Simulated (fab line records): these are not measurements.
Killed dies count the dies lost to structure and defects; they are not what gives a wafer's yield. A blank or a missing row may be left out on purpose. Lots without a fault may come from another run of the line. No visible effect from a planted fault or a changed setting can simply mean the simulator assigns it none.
Struck lot and sound lot, side by side || flow n5Finfet || 20 steps out of a route of 1938
Sound: these wafers, L874.2, L874.3, L874.5. Struck: wafer L883.4. (L883.5 of the same lot was not struck and is left out.) The cause comes at the end.
At each step with rows: each side's tool, then ch and its chambers, then its first start. Under that, the readings that differ: sound wafers || struck wafers || difference of the means || sigmas: that difference in standard deviations of wafers without a fault.
alike: readings whose means differ by less than 2 such deviations, and words and numbers that are the same on both sides. not compared: withheld readings, readings that some wafer has no value for, bounds like >300 that may hide the same value, and numbers for which the record gives no deviation and whose values overlap.
Wherever a step has rows on one side only, a row that says differs or no value, or a row with sigmas, the two part there. Numbers that don't overlap but have no deviation are shown without sigmas and don't part them. Lack of a reading on every wafer of one side parts them only where that side has two or more wafers.

first, 7 steps without rows for these wafers: N5_BEOL_M13_COAT_22 (resist thk 300 nm); N5_BEOL_M13_EBR_24; N5_BEOL_M13_SOFTBAKE_23 (time 60 s); N5_BEOL_M13_EXPOSE_25 (exposes mask M13, target cd 210 nm); N5_BEOL_M13_PEB_26 (peb time 90 s); N5_BEOL_M13_DEVELOP_27 (develop time 45 s); N5_BEOL_M13_HARDBAKE_32 (time 120 s).
N5_BEOL_M13_CD_MEAS_28 targets a cd of 209.5 nm.
  sound on cdSem-03 ch 0, day 14 08:56; struck on cdSem-03 ch 0, day 17 10:46
{"reading": "cdNm (nm)", "sound": "211.7 211.6 211.5", "struck": 207.8, "difference": -3.8, "sigmas": -3}
N5_BEOL_M13_OVL_MEAS_29:
  sound on overlay-02 ch 0, day 14 08:58; struck on overlay-01 ch 0, day 17 10:47
  alike: M13_OVL
N5_BEOL_M13_INSPECT_30: inspects for defects (macro).
  struck on defectInspect-02, day 17 10:49; sound on defectInspect-01, day 14 08:59
  alike: rawDefectCount
N5_BEOL_M13_DESCUM_33: chemistry O2, time 7.9 s.
  sound on rieDiel-06 ch 1,2,3, day 14 09:14; struck on rieDiel-06 ch 2, day 17 11:07
  alike: chamberPressureMTorr, drypumpMotorCurrentA, oesProductAu, rfVppV, showerheadPlenumPTorr, throttleValvePct
  not compared: rfHoursCounterH
N5_BEOL_M13_ETCH_67: etches SiARC in CF4, target depth 143 nm, time 238.3 s.
  sound on rieDiel-06 ch 1,2,3, day 14 09:16; struck on rieDiel-06 ch 2, day 17 11:08
  alike: chamberPressureMTorr, drypumpMotorCurrentA, etchRfOnTimeS, oesProductAu, rfVppV, showerheadPlenumPTorr, throttleValvePct
  not compared: rfHoursCounterH
N5_BEOL_M13_ETCH_68: etches SOC in N2/H2, time 355 s.
  sound on rieDiel-06 ch 1,2,3, day 14 09:25; struck on rieDiel-06 ch 2, day 17 11:17
{"reading": "oesProductAu (a.u.)", "sound": "0.85 0.72 0.66", "struck": 1.02, "difference": "+0.28", "sigmas": "+3"}
{"reading": "model.SiARC_of_BEOL_M13_COAT_66.thkNm (nm)", "sound": "77.8 77 78.2", "struck": 64.4, "difference": -13.3, "sigmas": ""}
{"reading": "model.BEOL_M13.cdNm (nm)", "sound": "212.6 213 211.2", "struck": 214.8, "difference": "+2.5", "sigmas": ""}
  alike: chamberPressureMTorr, drypumpMotorCurrentA, rfVppV, showerheadPlenumPTorr, throttleValvePct
  not compared: rfHoursCounterH
then, 1 step without rows for these wafers: N5_BEOL_M13_STRIP_69 (strips in N2/H2).
N5_BEOL_M13_TRENCH_ETCH_34: etches SiOC in C4F8/O2/Ar, target depth 413.47 nm, time 162.6 s.
  sound on rieDiel-06 ch 1,2,3, day 14 09:38; struck on rieDiel-06 ch 2, day 17 11:31
{"reading": "chamberPressureMTorr (mTorr)", "sound": "30.015 30.029 29.974", "struck": 30.059, "difference": "+0.053", "sigmas": "+2"}
  alike: drypumpMotorCurrentA, heInnerTorr, oesProductAu, rfVppV, showerheadPlenumPTorr, throttleValvePct
  not compared: rfHoursCounterH
then, 1 step without rows for these wafers: N5_BEOL_M13_STRIP_70 (strips in C4F8/O2/Ar).
N5_BEOL_M13_OCD_MEAS_35:
  struck on ocd-01, day 17 11:41; sound on ocd-02, day 14 09:49
  alike: trenchDepthNm
N5_BEOL_M13_STRIP_37: strips in N2/H2.
  sound on plasmaAsher-01 ch 0,1, day 14 09:52; struck on plasmaAsher-02 ch 1, day 17 11:44
{"reading": "heaterPowerW (W)", "sound": "295 298 343", "struck": 379, "difference": "+67", "sigmas": "+2"}
  alike: drypumpMotorCurrentA, oesProductAu
  not compared: rfHoursCounterH
N5_BEOL_M13_ETCH_38: etches SiCN in CF4/N2, target depth 67.5 nm, time 71.9 s.
  sound on rieDiel-05 ch 0,1,3, day 14 11:35; struck on rieDiel-05 ch 3, day 17 15:26
{"reading": "model.BEOL_M13.cdNm (nm)", "sound": "212.4 213.4 211.2", "struck": 214.6, "difference": "+2.3", "sigmas": ""}
  alike: chamberPressureMTorr, drypumpMotorCurrentA, oesProductAu, rfVppV, showerheadPlenumPTorr, throttleValvePct
  not compared: rfHoursCounterH
then, 1 step without rows for these wafers: N5_BEOL_M13_PRECLEAN_39 (cleans in residue remover, time 60 s).

WHERE THEY PART
Earliest at N5_BEOL_M13_CD_MEAS_28; latest, in this record, at N5_BEOL_M13_STRIP_37. Later steps at which nothing parts them and some readings are alike: N5_BEOL_M13_ETCH_38.

WHY: the cause the simulator had injected
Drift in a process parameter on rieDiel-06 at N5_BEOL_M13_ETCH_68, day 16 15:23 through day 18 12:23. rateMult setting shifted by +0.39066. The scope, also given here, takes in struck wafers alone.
